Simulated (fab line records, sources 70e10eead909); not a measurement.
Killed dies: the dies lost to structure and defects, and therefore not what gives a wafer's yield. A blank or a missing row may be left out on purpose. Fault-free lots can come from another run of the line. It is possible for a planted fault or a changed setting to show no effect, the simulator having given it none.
Which tool was responsible?    flow nand_harc    14 lots with 42 wafers sampled at 4 steps, on a route of 1302 steps

== WHAT THE GAUGES SHOWED, per wafer ==
The record lacks any reading of a measuring or inspecting step that a usual standard deviation could be used to judge.

== WHAT TOOL EACH LOT RAN ON (gives the tool, then ch and the chambers of the sampled wafers, and finally the start) ==
lot   NHARC_A_CONTACT_ETCH_50                        NHARC_A_CONTACT_ETCH_113              NHARC_A_CONTACT_ETCH_123              NHARC_A_CONTACT_ETCH_90
L184  rie_diel-13 ch 1,2,3, day 22 03:11 or earlier  har_cap_etch-02 ch 0,1, day 22 03:11  har_cap_etch-02 ch 0,1, day 22 05:01  rie_diel-05 ch 0,1,2, day 22 05:50
L185  rie_diel-13 ch 1,2,3, day 22 12:16 or earlier  har_cap_etch-01 ch 0,1, day 22 12:16  har_cap_etch-01 ch 0,1, day 22 14:08  rie_diel-09 ch 0,1,2, day 22 14:55
L186  rie_diel-13 ch 1,2,3, day 23 11:52 or earlier  har_cap_etch-02 ch 0,1, day 23 11:52  har_cap_etch-02 ch 0,1, day 23 13:38  rie_diel-13 ch 0,1,2, day 23 14:32
L187  rie_diel-09 ch 2,3, day 23 17:22 or earlier    har_cap_etch-01 ch 0,1, day 23 17:22  har_cap_etch-01 ch 0,1, day 23 19:56  rie_diel-05 ch 1,2,3, day 23 21:02
L188  rie_diel-05 ch 0,1, day 24 00:07 or earlier    har_cap_etch-01 ch 0,1, day 24 00:07  har_cap_etch-01 ch 0,1, day 24 02:50  rie_diel-13 ch 0,1, day 24 03:45
L190  rie_diel-13 ch 1,2,3, day 24 08:13 or earlier  har_cap_etch-02 ch 0,1, day 24 08:13  har_cap_etch-02 ch 0,1, day 24 09:59  rie_diel-13 ch 0,1,2, day 24 10:53
L191  rie_diel-05 ch 0,3, day 24 23:45 or earlier    har_cap_etch-03 ch 0,1, day 24 23:45  har_cap_etch-03 ch 0,1, day 25 01:34  rie_diel-13 ch 0,1,2, day 25 02:24
L192  rie_diel-13 ch 1,2, day 25 00:05 or earlier    har_cap_etch-02 ch 0, day 25 00:05    har_cap_etch-02 ch 0, day 25 01:51    rie_diel-13 ch 1,3, day 25 02:44
L194  rie_diel-13 ch 0,1,3, day 25 20:01 or earlier  har_cap_etch-03 ch 0,1, day 25 20:01  har_cap_etch-03 ch 0,1, day 25 21:43  rie_diel-13 ch 0,2,3, day 25 22:41
L193  rie_diel-05 ch 0,1,2, day 26 00:10 or earlier  har_cap_etch-03 ch 1, day 26 00:10    har_cap_etch-03 ch 1, day 26 01:52    rie_diel-13 ch 0,2,3, day 26 02:53
L200  rie_diel-05 ch 0,3, day 29 04:58 or earlier    har_cap_etch-01 ch 0, day 29 04:58    har_cap_etch-01 ch 0, day 29 06:40    rie_diel-13 ch 0,1,2, day 29 07:39
L201  rie_diel-13 ch 0,1,2, day 29 17:29 or earlier  har_cap_etch-02 ch 0,1, day 29 17:29  har_cap_etch-02 ch 0,1, day 29 19:11  rie_diel-13 ch 0,2,3, day 29 20:10
L204  rie_diel-13 ch 1,2,3, day 30 06:43 or earlier  har_cap_etch-03 ch 1, day 30 06:43    har_cap_etch-03 ch 1, day 30 08:28    rie_diel-05 ch 0,1,3, day 30 09:23
L205  rie_diel-09 ch 0,1,3, day 30 11:04 or earlier  har_cap_etch-01 ch 0,1, day 30 11:04  har_cap_etch-01 ch 0,1, day 30 12:54  rie_diel-09 ch 2,3, day 30 14:30
- NHARC_A_CONTACT_ETCH_50: etches the open film in CF4/CHF3, target depth 121 nm, time 60.5 s.
- NHARC_A_CONTACT_ETCH_113: etches the open film in C4F8/O2/Ar, time 190 s, target depth 1850 nm.
- NHARC_A_CONTACT_ETCH_123: etches the open film in C4F8/O2/Ar, time 490 s, target depth 2110 nm.
- NHARC_A_CONTACT_ETCH_90: etches the open film in CH3F/O2, target depth 40 nm, time 85.7 s.

== WHAT THE TOOLS THEMSELVES READ (means of the sampled wafers that have a number; where no wafer has one, the mark that the record gives instead) ==
NHARC_A_CONTACT_ETCH_50. Usual: chamber_pressure_mTorr 25.00 mTorr, standard deviation 0.041; chf3_flow_sccm 30.00 sccm, standard deviation 0.081; drypump_motor_current_A 5.6 A, standard deviation 0.39; oes_product_au 0.951 a.u., standard deviation 0.021; rf_vpp_V 370.2 V, standard deviation 1.8; run_length_s 81.9 s, standard deviation 0.43; showerhead_plenum_p_Torr 1.56 Torr, standard deviation 0.046; throttle_valve_pct 16.803 %, standard deviation 0.0082.
lot   tool         chamber_pressure_mTorr (mTorr)  chf3_flow_sccm (sccm)  drypump_motor_current_A (A)  oes_product_au (a.u.)  rf_vpp_V (V)  run_length_s (s)  showerhead_plenum_p_Torr (Torr)  throttle_valve_pct (%)  flag
L184  rie_diel-13  25.03                           29.97                  5.6                          0.964                  371.7         81.8              1.58                             16.811                  
L185  rie_diel-13  24.98                           30.07                  5.6                          0.927                  370.6         81.9              1.58                             16.800                  
L186  rie_diel-13  24.99                           30.02                  5.6                          0.962                  370.4         81.8              1.57                             16.815                  
L187  rie_diel-09  25.00                           29.94                  5.6                          0.986                  369.4         81.4              1.53                             16.805                  
L188  rie_diel-05  25.03                           30.01                  5.7                          0.916                  368.5         82.1              1.52                             16.803                  
L190  rie_diel-13  25.00                           30.05                  5.6                          0.962                  370.2         81.7              1.57                             16.804                  
L191  rie_diel-05  24.98                           30.01                  6.0                          0.913                  368.6         82.3              1.53                             16.803                  
L192  rie_diel-13  25.01                           30.05                  5.6                          0.964                  369.8         81.8              1.56                             16.805                  
L194  rie_diel-13  24.99                           30.00                  5.5                          0.970                  370.2         81.7              1.55                             16.804                  
L193  rie_diel-05  25.02                           29.97                  5.3                          0.960                  369.9         82.3              1.54                             16.796                  
L200  rie_diel-05  25.01                           30.04                  6.2                          0.922                  371.4         81.8              1.57                             16.795                  
L201  rie_diel-13  25.03                           30.03                  5.7                          0.948                  369.8         81.7              1.56                             16.798                  
L204  rie_diel-13  25.00                           29.93                  5.6                          0.972                  370.3         81.9              1.57                             16.805                  
L205  rie_diel-09  25.00                           30.05                  5.7                          0.966                  370.0         82.1              1.56                             16.795                  

NHARC_A_CONTACT_ETCH_113. Usual: chamber_pressure_mTorr 20.003 mTorr, standard deviation 0.018.
lot   tool             chamber_pressure_mTorr (mTorr)  flag
L184  har_cap_etch-02  20.013                          
L185  har_cap_etch-01  19.996                          
L186  har_cap_etch-02  19.997                          
L187  har_cap_etch-01  20.017                          
L188  har_cap_etch-01  20.010                          
L190  har_cap_etch-02  19.998                          
L191  har_cap_etch-03  20.004                          
L192  har_cap_etch-02  20.004                          
L194  har_cap_etch-03  19.985                          
L193  har_cap_etch-03  19.987                          
L200  har_cap_etch-01  20.001                          
L201  har_cap_etch-02  20.004                          
L204  har_cap_etch-03  20.013                          
L205  har_cap_etch-01  20.008                          

NHARC_A_CONTACT_ETCH_123. Usual: chamber_pressure_mTorr 19.998 mTorr, standard deviation 0.018; run_length_s 521.4 s, standard deviation 0.55.
lot   tool             chamber_pressure_mTorr (mTorr)  run_length_s (s)  flag
L184  har_cap_etch-02  19.978                          520.9             
L185  har_cap_etch-01  19.993                          521.6             
L186  har_cap_etch-02  20.004                          521.3             
L187  har_cap_etch-01  19.996                          521.4             
L188  har_cap_etch-01  19.991                          521.5             
L190  har_cap_etch-02  19.992                          520.8             
L191  har_cap_etch-03  20.003                          521.8             
L192  har_cap_etch-02  19.993                          521.4             
L194  har_cap_etch-03  19.996                          522.0             
L193  har_cap_etch-03  20.003                          521.5             
L200  har_cap_etch-01  19.990                          521.0             
L201  har_cap_etch-02  19.993                          520.9             
L204  har_cap_etch-03  20.004                          521.4             
L205  har_cap_etch-01  20.033                          521.2             

NHARC_A_CONTACT_ETCH_90. Usual: chamber_pressure_mTorr is 24.999 mTorr with standard deviation 0.029, drypump_motor_current_A is 5.7 A with standard deviation 0.33, oes_product_au is 0.96 a.u. with standard deviation 0.036, rf_vpp_V is 244.2 V with standard deviation 1.3, run_length_s is 107.0 s with standard deviation 0.38, showerhead_plenum_p_Torr is 2.44 Torr with standard deviation 0.07, and throttle_valve_pct is 20.663 % with standard deviation 0.009.
lot   tool         chamber_pressure_mTorr (mTorr)  drypump_motor_current_A (A)  oes_product_au (a.u.)  rf_vpp_V (V)  run_length_s (s)  showerhead_plenum_p_Torr (Torr)  throttle_valve_pct (%)  flag
L184  rie_diel-05  24.984                          5.3                          0.99                   243.7         107.5             2.42                             20.665                  
L185  rie_diel-09  25.007                          5.8                          1.00                   243.1         106.9             2.42                             20.661                  
L186  rie_diel-13  24.996                          5.7                          0.92                   244.6         106.6             2.45                             20.658                  
L187  rie_diel-05  25.011                          5.5                          0.92                   244.7         107.6             2.51                             20.652                  
L188  rie_diel-13  25.001                          5.6                          0.99                   243.1         107.0             2.41                             20.656                  
L190  rie_diel-13  25.014                          5.7                          0.92                   244.8         107.3             2.45                             20.657                  
L191  rie_diel-13  24.990                          5.7                          1.00                   244.1         106.8             2.45                             20.660                  
L192  rie_diel-13  25.007                          5.4                          0.93                   243.9         107.0             2.41                             20.669                  
L194  rie_diel-13  25.003                          5.7                          0.93                   244.8         106.9             2.47                             20.669                  
L193  rie_diel-13  24.994                          5.7                          1.00                   244.9         106.6             2.47                             20.658                  
L200  rie_diel-13  25.003                          5.7                          0.99                   244.2         95.3              2.44                             20.669                  OFF
L201  rie_diel-13  24.999                          5.7                          0.93                   242.9         95.6              2.46                             20.667                  OFF
L204  rie_diel-05  25.009                          5.9                          0.99                   244.8         107.3             2.44                             20.661                  
L205  rie_diel-09  25.030                          5.7                          0.93                   242.7         106.8             2.34                             20.657                  

== THE ANSWER, worked out from the rows above alone ==
Rule: a lot counts as off when the mean over its wafers that have a number is more than 3 standard deviations away from the usual mean. A lot without any number at a reading at which 4 lots or more have one is off too. Any other lot the step has rows for is counted as sound. First the gauges in route order, then the tools' own readings, where a lot's mean is used as printed above. The first step at which some lot is off is used, and at that step the reading that is off furthest; a lot without a number counts as furthest.
Off, at NHARC_A_CONTACT_ETCH_90 on run_length_s: L200, L201.
If a tool, at that step or one of the process steps before it, ran each lot that is off and ran no sound lot following the first of them, it fits. NHARC_A_CONTACT_ETCH_50: start missing for some lots; hours and lot order therefore follow NHARC_A_CONTACT_ETCH_113. One fits: rie_diel-13 at NHARC_A_CONTACT_ETCH_90. A fault onset in the window from L193 (day 26 02:53, its last sound lot) to L200 (day 29 07:39, its first lot off) fits.
The tool's own readings at NHARC_A_CONTACT_ETCH_90 bear it out: on the lots that are off they differ by more than 5 times the standard deviation of the sound lots' means. run_length_s reads 95.4 s there against 107.0 s on the sound lots.

== WHAT THE SIMULATOR HAD PUT IN ==
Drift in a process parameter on rie_diel-13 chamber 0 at NHARC_A_CONTACT_ETCH_90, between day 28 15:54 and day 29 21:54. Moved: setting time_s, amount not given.
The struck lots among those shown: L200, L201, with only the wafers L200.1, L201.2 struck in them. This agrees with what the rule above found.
